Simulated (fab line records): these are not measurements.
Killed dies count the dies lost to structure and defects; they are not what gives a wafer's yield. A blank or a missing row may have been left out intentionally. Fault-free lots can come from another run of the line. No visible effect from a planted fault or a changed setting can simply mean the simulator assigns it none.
fab line records -- flow nand_harc
[record] lots = 12, wafers = 36, last_day = 33
route steps=1302 shown P_GATE@215 P_CONTACT@218 END@1302
lots that met no fault: from a run of the same line without faults
start_h: hours from the record's opening day to when the first of the lot's shown wafers began -- wait_h: hours elapsed since this lot's preceding step -- " the same as in the row above -- L1.1+2: one row covering several wafers at once -- - no value present, or no start provided -- * or withheld: withheld -- < > ~ a bound
route shown NAME@n: NAME is a module with steps in the file, n the number in the route of the first one -- usual: mean/standard deviation of fault-free wafers -- same: alike in all rows -- chamber/n: place in a boat -- sites: per-site readings -- _std_site: standard deviation across them -- _edge_site: mean of outer sites minus mean of inner sites -- radius_mm: for every site, how far away it sits from the centre of the wafer -- mask NAME#n: copy n -- behind: tool/chamber where the wafer was last shaped -- hold: reason for holding the lot/hours on hold/outcome of the hold -- device: whichever transistor did not switch (one of n, p or np) -- end of line: at the end of the route, the tests of the same wafers -- step lacking rows: just its recipe -- killed: dies that structure and defects cost at the first sort, which is not the same as the wafer's yield -- map: per-die view of a wafer (x killed, . not killed, _ where there is no die)
set.NAME: setting as actually run; set.NAME@STEP: the setting as run at that earlier step -- model.NAME: the simulator's own value behind a step, which no gauge read
the route's steps for a sample of lots (tables are steps, rows are wafers)
services: from which hour (start_h, from the record's first day; less than 0 if before it) a tool's chamber was out of use, for how many hours, and why
[[steps]]
[step NHARC_P_GATE_RTA_82]
[recipe] temp_c = 450, time_s = 30
[usual] lamp_power_pct = 4.12/0.24, lamp_zone_5_pct = 4.14/0.24, wafer_temp_C_max = 451.9/0.54
lot.wafer,tool,chamber,start_h,wait_h,lamp_power_pct,lamp_zone_5_pct,wafer_temp_C_max
L549.1,rtp_anneal-02,0,129.74,-,3.90,3.91,452.3
L549.2,rtp_anneal-02,0,129.74,-,3.90,3.92,452.3
L549.5,rtp_anneal-02,0,129.74,-,3.90,3.91,451.9
L550.2,rtp_anneal-02,0,132.64,-,3.90,3.91,452.1
L550.5,rtp_anneal-02,0,132.64,-,3.90,3.92,453.5
L550.6,rtp_anneal-02,0,132.64,-,3.90,3.92,453.6
L555.1,rtp_anneal-01,0,189.80,-,4.38,4.39,451.8
L555.4,rtp_anneal-01,0,189.80,-,4.38,4.39,451.5
L555.5,rtp_anneal-01,0,189.80,-,4.38,4.39,451.4
L560.1,rtp_anneal-01,0,233.49,-,4.38,4.39,451.3
L560.4,rtp_anneal-01,0,233.49,-,4.39,4.40,451.3
L560.6,rtp_anneal-01,0,233.49,-,4.38,4.39,451.3
L562.4,rtp_anneal-02,0,263.20,-,3.90,3.92,452.3
L562.5,rtp_anneal-02,0,263.20,-,3.90,3.92,452.2
L562.6,rtp_anneal-02,0,263.20,-,3.90,3.91,451.8
L563.1,rtp_anneal-01,0,265.91,-,4.38,4.39,451.1
L563.2,rtp_anneal-01,0,265.91,-,4.37,4.40,451.6
L563.4,rtp_anneal-01,0,265.91,-,4.38,4.40,451.3
L564.3,rtp_anneal-01,0,278.67,-,4.37,4.40,451.7
L564.4,rtp_anneal-01,0,278.67,-,4.38,4.40,451.6
L564.5,rtp_anneal-01,0,278.67,-,4.37,4.39,452.1
L565.1,rtp_anneal-02,0,298.59,-,3.90,3.92,452.7
L565.4,rtp_anneal-02,0,298.59,-,3.90,3.91,452.5
L565.5,rtp_anneal-02,0,298.59,-,3.89,3.92,452.6
L567.1,rtp_anneal-02,0,310.19,-,3.90,3.91,452.6
L567.4,rtp_anneal-02,0,310.19,-,3.90,3.91,452.2
L567.5,rtp_anneal-02,0,310.19,-,3.90,3.91,452.3
L569.2,rtp_anneal-01,0,322.25,-,4.38,4.39,451.8
L569.4,rtp_anneal-01,0,322.25,-,4.38,4.39,451.4
L569.6,rtp_anneal-01,0,322.25,-,4.37,4.40,451.4
L571.1,rtp_anneal-02,0,338.05,-,3.89,3.91,452.5
L571.2,rtp_anneal-02,0,338.05,-,3.90,3.92,452.8
L571.6,rtp_anneal-02,0,338.05,-,3.90,3.91,453.1
L570.1,rtp_anneal-01,0,338.38,-,4.38,4.39,451.6
L570.2,rtp_anneal-01,0,338.38,-,4.38,4.40,451.6
L570.5,rtp_anneal-01,0,338.38,-,4.38,4.40,451.3
[step NHARC_P_CONTACT_DEP_00]
[recipe] target_thk_a = 5000, temp_c = 400, pressure_torr = 6.5, rf_w = 900, teos_flow_sccm = 161.4, flow_sccm = 2650, target_thk_nm = 500, gas = O2, material = SiO2
[usual] heater_power_w = 563/81, showerhead_vpp_V = 1870/110, throttle_valve_pct = 16.2/0.77
lot.wafer,tool,chamber,start_h,wait_h,heater_power_w,showerhead_vpp_V,throttle_valve_pct
L549.1,pecvd-04,2,-,-,578,1897,16.2
L549.2,pecvd-04,0,-,-,631,2015,17.0
L549.5,pecvd-04,2,-,-,629,1858,15.8
L550.2,pecvd-04,2,-,-,662,1938,15.9
L550.6,pecvd-04,0,-,-,503,1993,17.3
L550.5,pecvd-04,1,-,-,579,1912,16.6
L555.1,pecvd-02,0,-,-,470,1877,15.3
L555.5,pecvd-02,1,-,-,489,1793,15.0
L555.4,pecvd-02,2,-,-,424,1919,16.3
L560.1,pecvd-04,0,-,-,558,2037,17.8
L560.4,pecvd-04,0,-,-,583,2036,17.5
L560.6,pecvd-04,1,-,-,587,1899,16.9
L562.4,pecvd-01,0,-,-,765,1718,16.7
L562.5,pecvd-01,1,-,-,580,1962,16.0
L562.6,pecvd-01,2,-,-,511,1674,16.4
L563.2,pecvd-04,0,-,-,593,2042,17.9
L563.1,pecvd-04,2,-,-,529,1894,16.3
L563.4,pecvd-04,2,-,-,585,1913,16.4
L564.3,pecvd-02,2,-,-,469,1917,15.3
L564.4,pecvd-02,0,-,-,595,1869,15.4
L564.5,pecvd-02,1,-,-,497,1757,15.0
L565.1,pecvd-01,1,-,-,559,1971,15.9
L565.4,pecvd-01,2,-,-,501,1668,16.3
L565.5,pecvd-01,1,-,-,576,1993,16.1
L567.1,pecvd-01,2,310.80,0.3,508,1672,16.2
L567.4,pecvd-01,2,310.80,0.3,519,1683,16.3
L567.5,pecvd-01,2,310.80,0.3,383,1680,16.7
L569.2,pecvd-04,1,-,-,593,1910,16.6
L569.6,pecvd-04,0,-,-,574,2010,17.0
L569.4,pecvd-04,2,-,-,586,1854,16.1
L571.2,pecvd-02,0,-,-,503,1881,15.2
L571.1,pecvd-02,2,-,-,514,1915,15.6
L571.6,pecvd-02,1,-,-,594,1757,15.0
L570.2,pecvd-04,1,-,-,556,1951,16.4
L570.1,pecvd-04,2,-,-,637,1906,15.7
L570.5,pecvd-04,0,-,-,541,2024,17.2
[step NHARC_P_CONTACT_ETCH_35]
[recipe] target_depth_a = 390, over_etch_frac = 0.3, time_s = 65, ion_energy_ev = 80, cf4_flow_sccm = 150, ar_flow_sccm = 0, rf_w = 300, bias_w = 100, chemistry = CF4
[usual] drypump_motor_current_A = 5.7/0.52, oes_product_au = 1.006/0.011, rf_vpp_V = 151.0/1, showerhead_plenum_p_Torr = 1.75/0.053, throttle_valve_pct = 13.283/0.0088
lot.wafer,tool,chamber,start_h,wait_h,drypump_motor_current_A,oes_product_au,rf_hours_counter_h,rf_vpp_V,showerhead_plenum_p_Torr,throttle_valve_pct
L549.2,rie_diel-12,3,131.83,0.1,5.8,0.990,2.2,150.5,1.70,13.272
L549.1,rie_diel-12,2,131.83,0.1,5.1,0.996,2.2,150.2,1.69,13.278
L549.5,rie_diel-12,0,131.83,0.1,5.5,1.014,-,151.9,1.86,13.291
L550.2,rie_diel-12,1,134.69,0.1,6.2,0.997,1.0,150.6,1.75,13.290
L550.5,rie_diel-12,1,134.69,0.1,6.3,0.996,-,151.8,1.75,13.276
L550.6,rie_diel-12,2,134.69,0.1,5.1,1.000,-,149.9,1.69,13.296
L555.1,rie_diel-06,0,191.88,0.1,6.0,0.858,1.5,150.6,1.79,13.282
L555.4,rie_diel-06,2,191.88,0.1,5.8,0.997,1.3,149.9,1.71,13.286
L555.5,rie_diel-06,0,191.88,0.1,6.0,0.858,-,151.7,1.79,13.297
L560.1,rie_diel-12,0,235.75,0.1,5.5,0.995,7.5,152.1,1.86,13.294
L560.4,rie_diel-12,1,235.75,0.1,6.3,1.001,6.2,152.5,1.75,13.285
L560.6,rie_diel-12,3,235.75,0.1,5.9,0.998,-,149.9,1.70,13.292
L562.4,rie_diel-06,0,265.16,0.1,6.0,1.010,-,151.5,1.79,13.271
L562.6,rie_diel-06,1,265.16,0.1,5.2,1.002,-,151.5,1.75,13.280
L562.5,rie_diel-06,0,265.16,0.1,6.0,1.008,-,152.6,1.79,13.279
L563.1,rie_diel-06,1,267.88,0.1,5.2,1.000,4.8,150.9,1.75,13.289
L563.2,rie_diel-06,0,267.88,0.1,6.0,1.008,4.8,151.9,1.79,13.275
L563.4,rie_diel-06,1,267.88,0.1,5.3,1.003,-,150.4,1.75,13.264
L564.4,rie_diel-13,2,280.72,0.1,5.0,1.001,2.6,149.0,1.66,13.278
L564.3,rie_diel-13,0,280.72,0.1,5.2,1.016,3.1,151.8,1.80,13.293
L564.5,rie_diel-13,2,280.72,0.1,5.0,1.006,-,149.4,1.66,13.283
L565.1,rie_diel-06,0,300.69,0.1,6.0,1.004,6.0,152.1,1.79,13.294
L565.4,rie_diel-06,2,300.69,0.1,5.8,0.999,-,149.9,1.71,13.283
L565.5,rie_diel-06,0,300.69,0.1,6.1,1.012,-,151.8,1.79,13.285
L567.4,rie_diel-13,0,312.52,0.1,5.2,1.020,4.4,151.1,1.80,13.307
L567.1,rie_diel-13,2,312.52,0.1,5.0,0.995,3.7,148.3,1.66,13.292
L567.5,rie_diel-13,0,312.52,0.1,5.2,1.032,-,150.7,1.80,13.285
L569.4,rie_diel-06,3,324.30,0.1,5.1,1.007,0.0,149.3,1.74,13.285
L569.2,rie_diel-06,0,324.30,0.1,6.0,1.029,0.0,150.0,1.79,13.268
L569.6,rie_diel-06,3,324.30,0.1,5.1,1.007,-,151.9,1.74,13.288
L571.2,rie_diel-13,1,340.48,0.1,6.7,1.007,5.3,150.6,1.79,13.290
L571.1,rie_diel-13,2,340.48,0.1,5.0,0.992,4.5,150.5,1.66,13.294
L571.6,rie_diel-13,0,340.48,0.1,5.2,1.026,-,151.4,1.80,13.278
L570.1,rie_diel-12,1,340.50,0.1,6.2,0.999,2.8,151.7,1.75,13.264
L570.2,rie_diel-12,2,340.50,0.1,5.1,1.004,3.2,151.4,1.69,13.284
L570.5,rie_diel-12,0,340.50,0.1,5.5,1.008,-,151.5,1.86,13.292
[step NHARC_P_CONTACT_DEGAS_38]
[recipe] temp_c = 300, time_s = 60
[usual] heater_power_w = 471/56
lot.wafer,tool,chamber,start_h,wait_h,heater_power_w
L549.1,pvd_sputter-01,-,133.34,-,450
L549.2,pvd_sputter-01,-,133.34,-,528
L549.5,pvd_sputter-01,-,133.34,-,437
L550.2,pvd_sputter-01,-,136.20,-,534
L550.6,pvd_sputter-01,-,136.20,-,446
L550.5,pvd_sputter-01,-,136.20,-,413
L555.4,pvd_sputter-02,-,193.38,-,489
L555.1,pvd_sputter-02,-,193.38,-,478
L555.5,pvd_sputter-02,-,193.38,-,485
L560.4,pvd_sputter-02,-,237.24,-,386
L560.1,pvd_sputter-02,-,237.24,-,467
L560.6,pvd_sputter-02,-,237.24,-,477
L562.4,pvd_sputter-03,-,266.99,-,573
L562.5,pvd_sputter-03,-,266.99,-,432
L562.6,pvd_sputter-03,-,266.99,-,562
L563.2,pvd_sputter-01,-,269.50,-,540
L563.4,pvd_sputter-01,-,269.50,-,441
L563.1,pvd_sputter-01,-,269.50,-,421
L564.3,pvd_sputter-03,-,282.22,-,564
L564.4,pvd_sputter-03,-,282.22,-,570
L564.5,pvd_sputter-03,-,282.22,-,422
L565.1,pvd_sputter-03,-,302.32,-,555
L565.4,pvd_sputter-03,-,302.32,-,565
L565.5,pvd_sputter-03,-,302.32,-,430
L567.4,pvd_sputter-03,-,314.02,-,427
L567.1,pvd_sputter-03,-,314.02,-,566
L567.5,pvd_sputter-03,-,314.02,-,430
L569.2,pvd_sputter-01,-,325.79,-,410
L569.4,pvd_sputter-01,-,325.79,-,420
L569.6,pvd_sputter-01,-,325.79,-,541
L571.2,pvd_sputter-01,-,341.97,-,404
L571.1,pvd_sputter-01,-,341.97,-,461
L571.6,pvd_sputter-01,-,341.97,-,423
L570.1,pvd_sputter-03,-,342.00,-,570
L570.2,pvd_sputter-03,-,342.00,-,435
L570.5,pvd_sputter-03,-,342.00,-,555
[step NHARC_END_SORT_01]
[recipe] temp_c = 25
[usual] killed_at_array = 57/20, killed_at_other = 1.0/1.5, killed_at_periphery = 3.5/2.5, killed_dies = 62/21, killed_open = 3.5/1.9, killed_short = 2.4/1.6
[same] gross_dies = 677
lot.wafer,tool,chamber,start_h,wait_h,killed_at_array,killed_at_other,killed_at_periphery,killed_dies,killed_open,killed_short
L555.1,prober-02,0,642.20,2.5,47,1,2,50,4,3
L555.5,prober-02,0,645.42,3.7,53,0,4,57,8,3
// killed by level:class
L555.1 A_CHANNEL_HOLE_D1:chamber_film_flake=25 A_CHANNEL_HOLE_D2:chamber_film_flake=14 A_CHANNEL_FILL_D2:geometric_particle:short=2 P_M1:geometric_particle:open=1 A_SOURCE_PLATE:geometric_particle:short=1 A_ONON_D1:geometric_particle:open=1 A_CHANNEL_FILL_D2:geometric_particle:open=1 A_CONTACT:geometric_particle:open=1
L555.5 A_CHANNEL_HOLE_D1:chamber_film_flake=29 A_CHANNEL_HOLE_D2:chamber_film_flake=9 A_DECK1_JOINT:geometric_particle:open=2 A_ONON_D2:geometric_particle:open=2 P_STI:chamber_film_flake=2 A_STAIRCASE:chamber_film_flake=2 P_CONTACT:geometric_particle:open=1 A_ONON_D1:geometric_particle:short=1
[[services]]
tool,chamber,start_h,hours,kind
rie_diel-13,0,109.75,8.3,repair
pecvd-04,0,111.15,6.3,repair
pecvd-01,2,116.24,15.0,repair
pecvd-01,-,130.00,13.0,pm
rie_diel-06,-,130.20,9.0,pm
rie_diel-13,-,165.00,9.0,pm
rie_diel-06,2,169.34,2.5,repair
pvd_sputter-03,-,170.01,10.0,pm
rie_diel-12,-,186.01,0.2,repair
pecvd-02,-,205.66,1.4,repair
rie_diel-06,3,220.49,91.7,repair
pvd_sputter-01,-,221.51,3.1,repair
pvd_sputter-01,-,226.00,10.0,pm
pecvd-02,-,227.10,13.0,pm
pvd_sputter-03,-,228.72,1.7,repair
rie_diel-13,1,230.34,1.8,repair
pvd_sputter-03,-,236.47,10.1,repair
rie_diel-06,2,261.20,4.6,repair
rie_diel-12,-,268.40,9.0,pm
pecvd-04,-,269.05,13.0,pm
rie_diel-12,1,287.32,1.9,repair
rie_diel-06,-,307.20,9.0,pm
rie_diel-06,0,331.49,2.1,repair
pvd_sputter-01,-,334.26,2.5,repair
[[key]]
[first_sign] step = NHARC_P_CONTACT_ETCH_35, reading = oes_product_au, direction = down, sigmas = 14, usual = 1.006, struck = 0.858
effect none on later readings
met_at NHARC_P_CONTACT_ETCH_35
struck_lots L555
struck_wafers L555.1,L555.5
tester_left_out L555
not_acting_at NHARC_P_GATE_RTA_82,NHARC_P_CONTACT_DEP_00,NHARC_P_CONTACT_DEGAS_38
[fault] kind = process_parameter_drift, tool = rie_diel-06, chamber = 0, onset_h = 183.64, steps = NHARC_P_CONTACT_ETCH_35, channel = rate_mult, offset = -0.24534, shape = step, end_h = 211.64
// tester_left_out: of these lots the tester's yield and bins aren't shown, on N5 and GAA mostly nor the transistor test; their killed dies are dies lost to structure and defects alone, not to doping, threshold or leakage, so they don't give the yield
